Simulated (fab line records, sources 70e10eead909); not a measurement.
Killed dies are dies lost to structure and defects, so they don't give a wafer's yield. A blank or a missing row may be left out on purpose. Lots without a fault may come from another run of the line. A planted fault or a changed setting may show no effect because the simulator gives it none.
fab line records | flow nand_harc
record lots=6 wafers=18 last_day=33
route steps=1302 shown A_SGD_CUT@907 END@1302
lots that met no fault: from a run of the same line without faults
start_h: hours from the record's first day to the start of the lot's first wafer shown | wait_h: hours since the lot's step before | " the same as in the row above | L1.1+2: a row that stands for several wafers | - no value, or no start given | * or withheld: withheld | < > ~ a bound
route shown NAME@n: a module of which the file shows steps, and the number in the route of the first | usual: mean/standard deviation of fault-free wafers | same: alike in all rows | chamber/n: place in a boat | sites: the reading at each site | _std_site: their standard deviation | _edge_site: outer sites' mean less inner sites' | radius_mm: how far each site lies from the wafer's centre | mask NAME#n: copy n | behind: the tool/chamber that last shaped the wafer | hold: why the lot was held/for how many hours/how that ended | device: the transistor (n, p or np) that didn't switch | end of line: the same wafers' tests at the end of the route | a step without rows: its recipe alone | killed: dies lost to structure and defects at the first sort, not the wafer's yield | map: a wafer's dies, x killed, . not, _ none there
set.NAME: the setting as run; set.NAME@STEP: as run at that earlier step | model.NAME: the simulator's own value behind a step, which no gauge read
lots at some steps of the route; a table a step, a row a wafer
services: from which hour (start_h, from the record's first day; less than 0 if before it) a tool's chamber was out of use, for how many hours, and why
## steps
# step NHARC_A_SGD_CUT_ETCH_15
# recipe target_depth_a=750 time_s=64.3 ch3f_flow_sccm=50 o2_flow_sccm=30 ar_flow_sccm=200 rf_w=500 bias_w=100 chemistry=CH3F/O2
# usual drypump_motor_current_A=5.58/0.29 oes_product_au=0.963/0.021 rf_fwd_power_W=495.0/2.2 rf_vpp_V=263.4/1.5 showerhead_plenum_p_Torr=2.42/0.086 throttle_valve_pct=20.664/0.0088
# same time_s=64.3
# columns lot.wafer tool chamber start_h wait_h drypump_motor_current_A oes_product_au rf_fwd_power_W rf_hours_counter_h rf_vpp_V showerhead_plenum_p_Torr throttle_valve_pct
L775.4 rie_diel-03 3 - - 5.40 0.916 495.1 6 262.7 2.38 20.659
L775.1 " 1 " " 5.71 0.909 497.2 6 264.4 2.44 20.667
L775.5 " 3 " " 5.32 0.922 494.6 - 263.6 2.38 20.658
L776.4 rie_diel-08 3 - - 6.14 0.969 497.5 4 262.6 2.39 20.661
L776.1 " 0 " " 5.36 0.979 491.6 4 263.2 2.38 20.658
L776.3 " 2 " " 5.70 0.991 498.5 4 263.4 2.47 20.667
L781.2 rie_diel-02 0 - - 5.11 0.982 494.9 7 260.4 2.30 20.659
L781.3 " 1 " " 5.54 0.990 491.9 8 265.9 2.55 20.660
L781.1 " 2 " " 5.90 0.981 497.8 9 265.0 2.35 20.658
L783.3 rie_diel-02 1 - - 5.55 0.996 493.8 10 267.4 2.55 20.670
L783.2 " 2 " " 5.90 0.964 499.8 11 262.4 2.35 20.655
L783.5 " 3 " " 5.37 0.960 497.9 - 265.0 2.50 20.654
L788.1 rie_diel-03 1 - - 5.71 0.972 496.9 4 262.7 2.44 20.687
L788.2 " 3 " " 5.31 0.965 493.1 6 262.3 2.38 20.664
L788.6 " 1 " " 5.69 0.974 495.2 - 264.0 2.44 20.668
L798.2 rie_diel-08 0 - - 5.32 0.970 493.8 6 263.9 2.38 20.667
L798.1 " 1 " " 5.41 0.920 494.2 7 261.2 2.31 20.650
L798.6 " 3 " " 6.17 0.958 498.5 - 262.3 2.38 20.651
# step NHARC_A_SGD_CUT_ETCH_16
# recipe target_depth_a=3105 time_s=155.2 c4f8_flow_sccm=withheld o2_flow_sccm=8 ar_flow_sccm=withheld rf_w=600 bias_w=800 chemistry=C4F8/O2/Ar
# usual oes_product_au=0.973/0.018 rf_fwd_power_W=597.1/1.9 rf_vpp_V=722/3.8
# same time_s=155.2
# columns lot.wafer tool chamber start_h wait_h oes_product_au rf_fwd_power_W rf_hours_counter_h rf_vpp_V
L775.1 rie_diel-03 3 - - 0.940 598.2 6 719
L775.4 " 1 " " 0.926 597.3 6 722
L775.5 " 2 " " 0.935 596.9 - 721
L776.1 rie_diel-08 3 - - 0.976 597.7 4 720
L776.4 " 0 " " 0.987 596.0 4 721
L776.3 " 2 " " 0.985 595.1 4 724
L781.2 rie_diel-02 2 - - 0.975 596.5 9 719
L781.3 " 0 " " 0.986 597.9 7 715
L781.1 " 1 " " 0.991 597.2 8 728
L783.3 rie_diel-02 2 - - 0.972 599.5 11 719
L783.2 " 3 " " 0.981 597.0 10 725
L783.5 " 1 " " 0.994 592.6 - 726
L788.2 rie_diel-03 0 - - 0.984 594.4 5 731
L788.1 " 2 " " 0.969 596.3 7 719
L788.6 " 1 " " 0.989 596.7 - 721
L798.2 rie_diel-08 0 - - 0.982 596.5 6 721
L798.1 " 2 " " 0.960 600.1 7 723
L798.6 " 0 " " 0.993 597.9 - 718
# step NHARC_A_SGD_CUT_STRIP_60
# recipe c4f8_flow_sccm=withheld o2_flow_sccm=8 ar_flow_sccm=withheld bias_w=0 chemistry=C4F8/O2/Ar
# step NHARC_A_SGD_CUT_STRIP_17
# recipe o2_flow_sccm=500 ar_flow_sccm=0 bias_w=0 chemistry=O2
# usual drypump_motor_current_A=5.59/0.29 oes_product_au=1.004/0.013 rf_vpp_V=57.6/1 showerhead_plenum_p_Torr=3.48/0.12 throttle_valve_pct=17.035/0.0085
# columns lot.wafer tool chamber start_h wait_h drypump_motor_current_A oes_product_au rf_hours_counter_h rf_vpp_V showerhead_plenum_p_Torr throttle_valve_pct
L775.1 rie_diel-03 2 - - 5.68 1.001 7 57.9 3.43 17.030
L775.4 " 1 " " 5.74 0.980 6 57.8 3.50 17.041
L775.5 " 2 " " 5.70 0.990 - 57.6 3.43 17.039
L776.3 rie_diel-08 3 - - 6.17 0.991 4 58.2 3.43 17.046
L776.4 " 0 " " 5.32 1.031 4 57.8 3.43 17.035
L776.1 " 1 " " 5.42 1.005 4 57.8 3.33 17.029
L781.1 rie_diel-02 3 - - 5.39 1.011 9 57.4 3.58 17.026
L781.3 " 0 " " 5.08 1.016 7 57.8 3.31 17.049
L781.2 " 1 " " 5.52 1.020 8 57.6 3.65 17.032
L783.2 rie_diel-02 0 - - 5.09 1.013 8 57.3 3.31 17.022
L783.3 " 2 " " 5.92 0.999 11 57.7 3.38 17.033
L783.5 " 3 " " 5.38 1.008 - 58.2 3.58 17.041
L788.1 rie_diel-03 2 - - 5.70 1.008 7 59.0 3.43 17.044
L788.2 " 3 " " 5.39 1.005 6 57.3 3.42 17.038
L788.6 " 1 " " 5.74 1.022 - 58.9 3.50 17.030
L798.2 rie_diel-08 1 - - 5.41 0.976 7 58.1 3.33 17.034
L798.1 " 2 " " 5.73 0.998 7 58.5 3.54 17.034
L798.6 " 0 " " 5.37 1.012 - 57.2 3.42 17.045
# step NHARC_A_SGD_CUT_PRECLEAN_18
# recipe time_s=* temp_c=50 bath_age_min=0 chemistry=SC1
# step NHARC_A_SGD_CUT_SRD_19
# step NHARC_A_SGD_CUT_DEP_20
# recipe target_thk_a=1500 temp_c=65 material=SiO2
# step NHARC_A_SGD_CUT_ANNEAL_27
# recipe temp_c=450 time_s=1800
# step NHARC_A_SGD_CUT_CMP_21
# recipe target_thk_nm=148.19
# usual motor_current_A=11.8/1.6 time_to_endpoint_s=51/3.9
# columns lot.wafer tool chamber start_h wait_h motor_current_A time_to_endpoint_s
L775.1 cmp-02 1 447.86 0.4 12.5 51
L775.4 " 3 " " 11.8 48
L775.5 " 0 " " 9.5 50
L776.4 cmp-01 3 454.11 0.4 11.7 52
L776.1 " 0 " " 9.9 45
L776.3 " 1 " " 12.4 50
L781.1 cmp-01 1 502.63 0.4 13.7 49
L781.2 " 2 " " 10.0 52
L781.3 " 3 " " 10.8 52
L783.2 cmp-03 0 525.81 0.4 13.3 53
L783.3 " 2 " " 12.3 52
L783.5 " 1 " " 16.6 54
L788.1 cmp-03 0 587.21 0.4 13.7 52
L788.2 " 3 " " 10.5 50
L788.6 " 0 " " 14.6 48
L798.2 cmp-02 1 673.94 0.4 13.2 50
L798.1 " 0 " " 11.2 50
L798.6 " 1 " " 12.5 51
# step NHARC_A_SGD_CUT_THK_MEAS_22
# recipe thk_meas_gauge=ellipsometry
# usual thk_nm=148.5/1.3
# columns lot.wafer tool chamber start_h wait_h thk_nm
L775.1 film_metro-01 - 448.08 0.2 150.1
L775.4 " - " " 146.9
L775.5 " - " " 147.9
L776.1 film_metro-01 - 454.36 0.2 149.8
L776.3 " - " " 147.9
L776.4 " - " " 147.1
L781.1 film_metro-01 - 502.86 0.2 149.4
L781.2 " - " " 148.6
L781.3 " - " " 152.3
L783.2 film_metro-01 - 526.07 0.2 147.4
L783.3 " - " " 148.2
L783.5 " - " " 148.7
L788.1 film_metro-02 - 587.47 0.2 147.5
L788.2 " - " " 145.8
L788.6 " - " " 147.0
L798.1 film_metro-01 - 674.19 0.2 147.8
L798.2 " - " " 147.6
L798.6 " - " " 148.6
# step NHARC_A_SGD_CUT_SRD_23
# step NHARC_A_SGD_CUT_ETCH_26
# recipe target_depth_a=458 chemistry=dHF material=SiO2
# step NHARC_A_SGD_CUT_ETCHBACK_24
# recipe target_depth_a=500 over_etch_frac=0.3 time_s=92.857 ion_energy_ev=120 ch3f_flow_sccm=50 o2_flow_sccm=30 ar_flow_sccm=200 rf_w=500 bias_w=100 chemistry=CH3F/O2
# usual drypump_motor_current_A=5.53/0.26 oes_product_au=0.98/0.035 over_etch_frac=0.3/0 rf_fwd_power_W=496.4/2 rf_vpp_V=244.0/1.5 showerhead_plenum_p_Torr=2.43/0.096 throttle_valve_pct=20.664/0.0098
# same time_s=92.857
# columns lot.wafer tool chamber start_h wait_h drypump_motor_current_A oes_product_au over_etch_frac rf_fwd_power_W rf_hours_counter_h rf_vpp_V showerhead_plenum_p_Torr throttle_valve_pct
L775.1 rie_diel-03 3 448.34 0.2 5.35 0.92 0.3 495.8 6.2 243.9 2.38 20.666
L775.4 " 0 " " 5.36 0.93 0.3 497.0 5.6 246.6 2.62 20.677
L775.5 " 2 " " 5.71 0.92 0.3 496.7 - 242.9 2.39 20.674
L776.4 rie_diel-03 2 454.64 0.2 5.70 0.99 0.3 496.9 7.1 242.3 2.39 20.665
L776.1 " 3 " " 5.40 0.99 0.3 496.9 6.3 242.5 2.38 20.673
L776.3 " 0 " " 5.35 1.01 0.3 497.2 5.7 245.8 2.62 20.657
L781.2 rie_diel-03 1 503.09 0.1 5.74 1.03 0.63899 493.9 2.4 245.5 2.44 20.664
L781.1 " 2 " " 5.70 1.00 0.63899 493.5 2.4 243.7 2.39 20.679
L781.3 " 0 " " 5.36 1.00 0.63899 498.3 2.3 245.0 2.62 20.672
L783.3 rie_diel-03 3 526.31 0.2 5.35 0.99 0.63899 497.2 2.9 242.6 2.38 20.647
L783.2 " 1 " " 5.70 1.01 0.63899 496.5 2.9 242.9 2.44 20.659
L783.5 " 3 " " 5.38 0.99 0.63899 499.5 - 242.9 2.38 20.671
L788.2 rie_diel-08 2 587.70 0.2 5.77 1.02 0.3 496.0 2.3 244.7 2.47 20.667
L788.1 " 3 " " 6.17 1.01 0.3 496.9 2.5 243.3 2.38 20.662
L788.6 " 1 " " 5.42 0.99 0.3 495.7 - 244.1 2.32 20.663
L798.2 rie_diel-03 0 674.43 0.2 5.35 0.98 0.3 497.9 1.6 248.6 2.62 20.647
L798.1 " 2 " " 5.70 0.96 0.3 495.8 2.0 242.8 2.38 20.663
L798.6 " 0 " " 5.33 0.98 0.3 498.1 - 246.6 2.62 20.658
# step NHARC_A_SGD_CUT_STRIP_28
# recipe time_s=20 o2_flow_sccm=500 ar_flow_sccm=0 bias_w=0 chemistry=O2
# usual drypump_motor_current_A=5.56/0.26 oes_product_au=1.000/0.014 rf_vpp_V=57.8/0.93 showerhead_plenum_p_Torr=3.49/0.13 throttle_valve_pct=17.037/0.0098
# same time_s=20
# columns lot.wafer tool chamber start_h wait_h drypump_motor_current_A oes_product_au rf_hours_counter_h rf_vpp_V showerhead_plenum_p_Torr throttle_valve_pct
L775.4 rie_diel-03 1 - - 5.74 0.989 6.2 57.7 3.50 17.032
L775.1 " 0 " " 5.36 1.011 5.6 57.4 3.75 17.039
L775.5 " 2 " " 5.69 0.996 - 58.9 3.43 17.031
L776.3 rie_diel-03 2 - - 5.73 0.977 7.2 57.0 3.43 17.030
L776.4 " 3 " " 5.36 0.998 6.3 57.3 3.42 17.045
L776.1 " 1 " " 5.71 0.995 6.3 55.9 3.50 17.035
L781.3 rie_diel-03 1 - - 5.68 1.011 2.5 57.5 3.50 17.052
L781.1 " 2 " " 5.69 1.007 2.4 57.1 3.43 17.042
L781.2 " 0 " " 5.35 1.001 2.3 57.9 3.75 17.028
L783.2 rie_diel-03 3 - - 5.38 0.984 2.9 57.3 3.42 17.015
L783.3 " 0 " " 5.37 0.991 2.8 57.4 3.75 17.018
L783.5 " 3 " " 5.36 0.989 - 58.0 3.42 17.040
L788.1 rie_diel-08 3 - - 6.16 1.004 2.5 57.6 3.42 17.046
L788.2 " 2 " " 5.78 1.018 2.4 57.6 3.54 17.041
L788.6 " 0 " " 5.34 1.013 - 57.1 3.42 17.042
L798.1 rie_diel-03 2 - - 5.69 0.999 2.0 56.8 3.42 17.044
L798.2 " 3 " " 5.37 1.006 1.5 56.5 3.42 17.046
L798.6 " 0 " " 5.37 0.999 - 61.2 3.75 17.052
# step NHARC_END_SORT_01
# recipe temp_c=25
# usual killed_at_array=59/21 killed_at_other=0.8/1.1 killed_at_periphery=4.1/2.8 killed_dies=64/20 killed_open=3.1/1.7 killed_short=2.4/1.6
# same gross_dies=677
# columns lot.wafer tool chamber start_h wait_h killed_at_array killed_at_other killed_at_periphery killed_dies killed_open killed_short
L781.1 prober-02 0 627.63 2.5 98 3 3 104 4 1
L781.2 prober-02 0 628.43 2.8 90 0 4 94 2 6
L781.3 prober-02 0 629.23 3.1 97 1 2 100 6 1
# killed by level:class
L781.1 A_CHANNEL_HOLE_D1:chamber_film_flake=36 A_SLIT:chamber_film_flake=32 A_CHANNEL_HOLE_D2:chamber_film_flake=21 THIN_TSV:chamber_film_flake=3 A_CONTACT:chamber_film_flake=2 P_CONTACT:geometric_particle:open=1 P_M1:geometric_particle:open=1 A_ONON_D2:geometric_particle:open=1
L781.2 A_CHANNEL_HOLE_D2:chamber_film_flake=31 A_SLIT:chamber_film_flake=24 A_CHANNEL_HOLE_D1:chamber_film_flake=22 A_CONTACT:chamber_film_flake=4 A_CHANNEL_FILL_D2:geometric_particle:short=2 P_GATE:geometric_particle:open=1 P_CONTACT:geometric_particle:short=1 A_ONON_D1:geometric_particle:open=1
L781.3 A_SLIT:chamber_film_flake=37 A_CHANNEL_HOLE_D1:chamber_film_flake=27 A_CHANNEL_HOLE_D2:chamber_film_flake=20 A_CHANNEL_FILL_D2:chamber_film_flake=2 A_STAIRCASE:chamber_film_flake=2 P_CONTACT:geometric_particle:open=1 A_ONON_D1:geometric_particle:open=1 A_CHANNEL_FILL_D1:geometric_particle:short=1
## services
# columns tool chamber start_h hours kind
cmp-02 - 428.58 4.0 pm
cmp-03 - 437.85 1.3 repair
cmp-01 - 438.92 2.1 repair
cmp-02 - 454.60 1.4 repair
cmp-01 - 455.57 0.7 repair
cmp-03 - 456.00 4.0 pm
rie_diel-03 - 458.30 9.0 pm
cmp-03 - 467.78 0.3 repair
rie_diel-03 3 478.72 1.2 repair
cmp-01 - 479.74 4.0 pm
cmp-01 - 497.87 1.4 repair
cmp-02 - 508.94 3.3 repair
rie_diel-02 3 509.23 5.1 repair
cmp-03 - 517.95 1.1 repair
cmp-02 - 526.58 4.0 pm
rie_diel-03 1 544.27 16.6 repair
rie_diel-08 - 545.01 9.0 pm
rie_diel-03 0 554.45 7.0 repair
rie_diel-02 - 570.70 9.0 pm
rie_diel-02 0 602.91 13.4 repair
rie_diel-08 2 615.10 3.7 repair
rie_diel-08 0 633.15 6.3 repair
rie_diel-03 - 635.30 9.0 pm
rie_diel-03 1 661.66 5.8 repair
## key
first_sign step=NHARC_A_SGD_CUT_ETCHBACK_24 reading=over_etch_frac direction=up sigmas=99+ usual=0.3 struck=0.63899
effect none on later readings
met_at NHARC_A_SGD_CUT_ETCHBACK_24
struck_wafers L781.1,L781.2,L781.3,L783.2,L783.3,L783.5
tester_left_out L781,L783
onset_between 454.64 503.09
fault kind=process_parameter_drift tool=rie_diel-03 chamber=- onset_h=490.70 steps=NHARC_A_SGD_CUT_ETCHBACK_24 channel=over_etch_frac offset=0.33899 shape=step end_h=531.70 acts_in=these_recipes_only stated=0.3
# tester_left_out: of these lots the tester's yield and bins aren't shown, on N5 and GAA mostly nor the transistor test; their killed dies are dies lost to structure and defects alone, not to doping, threshold or leakage, so they don't give the yield
